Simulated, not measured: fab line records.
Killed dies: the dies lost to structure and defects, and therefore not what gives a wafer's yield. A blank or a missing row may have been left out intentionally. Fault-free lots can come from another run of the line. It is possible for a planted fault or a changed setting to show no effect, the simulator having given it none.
A lot that was struck, set against a sound lot -- flow nand harc -- 15 out of 1302 route steps
Sound: the wafers L328.2, L328.4, L328.5. Struck: wafers L320.1, L320.2, L320.6. The cause comes at the end.
At each step with rows: each side's tool, then ch and its chambers, then its first start. Under that, the readings that differ: sound wafers -- struck wafers -- difference of the means -- sigmas: that difference in standard deviations of wafers without a fault.
alike: readings with means less than 2 such deviations apart, plus words and numbers identical on both sides. not compared: withheld readings, readings lacking a value on some wafer, bounds such as >300 that could conceal the same value, and numbers that have no deviation in the record and whose values overlap.
A row with sigmas, a row that says differs or no value, or rows on one side alone: a step with any of these is where the two part. When numbers do not overlap yet have no deviation, they are printed without sigmas and do not part them. A reading that every wafer of one side lacks parts them only if that side has two wafers or more.

first, 4 steps without rows for these wafers: NHARC_A_M1_EBR_05; NHARC_A_M1_EXPOSE_06 (exposes mask A M1, target cd 120 nm); NHARC_A_M1_PEB_07 (peb time 65 s); NHARC_A_M1_DEVELOP_08 (develop time 35 s).
NHARC_A_M1_CD_MEAS_09: target cd 120 nm.
  sound on cd sem-02 ch 0, day 29 06:29; struck on cd sem-01 ch 0, day 26 08:33
  alike: cd nm
NHARC_A_M1_OVL_MEAS_10: pitch 240 nm.
  sound on overlay-02, day 29 06:35; struck on overlay-02, day 26 08:38
reading,sound,struck,difference,sigmas
overlay x nm (nm),-1.1 -1.0 -1.2,1.4 0.9 0.8,+2.1,+3
overlay y nm (nm),-1.3 -1.1 -1.5,0.7 0.4 0.5,+1.8,+2
NHARC_A_M1_INSPECT_11:
  sound on defect inspect-02, day 29 06:37; struck on defect inspect-01, day 26 08:40
  alike: raw defect count
NHARC_A_M1_DESCUM_14: chemistry O2, time 3 s.
  sound on rie diel-12 ch 0,2,3, day 29 06:40; struck on rie diel-12 ch 1,3, day 26 08:44
  alike: drypump motor current A, oes product au, rf vpp V, showerhead plenum p Torr, throttle valve pct
  not compared: rf hours counter h
NHARC_A_M1_ETCH_35: etches the open film in N2/H2, target depth 40 nm, overetch 12 nm, time 43.94 s.
  sound on rie diel-12 ch 2,3, day 29 06:46; struck on rie diel-12 ch 0,1,3, day 26 08:50
  alike: bias w, chamber pressure mTorr, drypump motor current A, n2 flow sccm, oes product au, rf vpp V, showerhead plenum p Torr, throttle valve pct
  not compared: rf hours counter h
NHARC_A_M1_ETCH_15: etches the open film in C4F8/Ar, target depth 182.5 nm, time 91.2 s.
  sound on rie diel-12 ch 1,3; struck on rie diel-12 ch 0,1,3
  alike: bias w, chamber pressure mTorr, oes product au, rf vpp V
  not compared: rf hours counter h
NHARC_A_M1_CD_MEAS_16:
  sound on cd sem-02, day 29 06:59; struck on cd sem-02, day 26 09:02
  alike: cd nm
NHARC_A_M1_STRIP_18: strips in N2/H2.
  sound on rie diel-12 ch 0,1,2, day 29 07:06; struck on rie diel-12 ch 1,2,3, day 26 09:07
  alike: drypump motor current A, n2 flow sccm, oes product au, rf vpp V, showerhead plenum p Torr, throttle valve pct
  not compared: rf hours counter h
NHARC_A_M1_ETCH_28: etches the open film in CF4/N2, target depth 30 nm, time 72.99 s.
  sound on rie diel-12 ch 0,2,3, day 29 07:18; struck on rie diel-12 ch 0,1,3, day 26 09:21
  no value came back on the struck wafers for any of 9 readings (bias w (W), cf4 flow sccm (sccm) and others); on the sound wafers bias w (W) reads 100.0 100.0 100.5
  not compared: rf hours counter h
then, 1 step without rows for these wafers: NHARC_A_M1_STRIP_19 (strips in post etch residue remover, time 600 s).
NHARC_END_SORT_01:
  sound on prober-02 ch 0, day 30 20:11; struck on prober-01 ch 0, day 27 22:00
reading,sound,struck,difference,sigmas
defect limited yield (%),93.5 91.1,0 0 0,-92,-40
killed at array,42 57,667 667 661,+616,+41
killed at periphery,2 3,10 10 14,+9,+3
killed dies,44 60,677 677 677,+625,+42
  alike: killed at other, killed open, killed short

WHERE THEY PART
First at NHARC_A_M1_OVL_MEAS_10; last, within this record, at NHARC_END_SORT_01.

WHY: what had been put in by the simulator
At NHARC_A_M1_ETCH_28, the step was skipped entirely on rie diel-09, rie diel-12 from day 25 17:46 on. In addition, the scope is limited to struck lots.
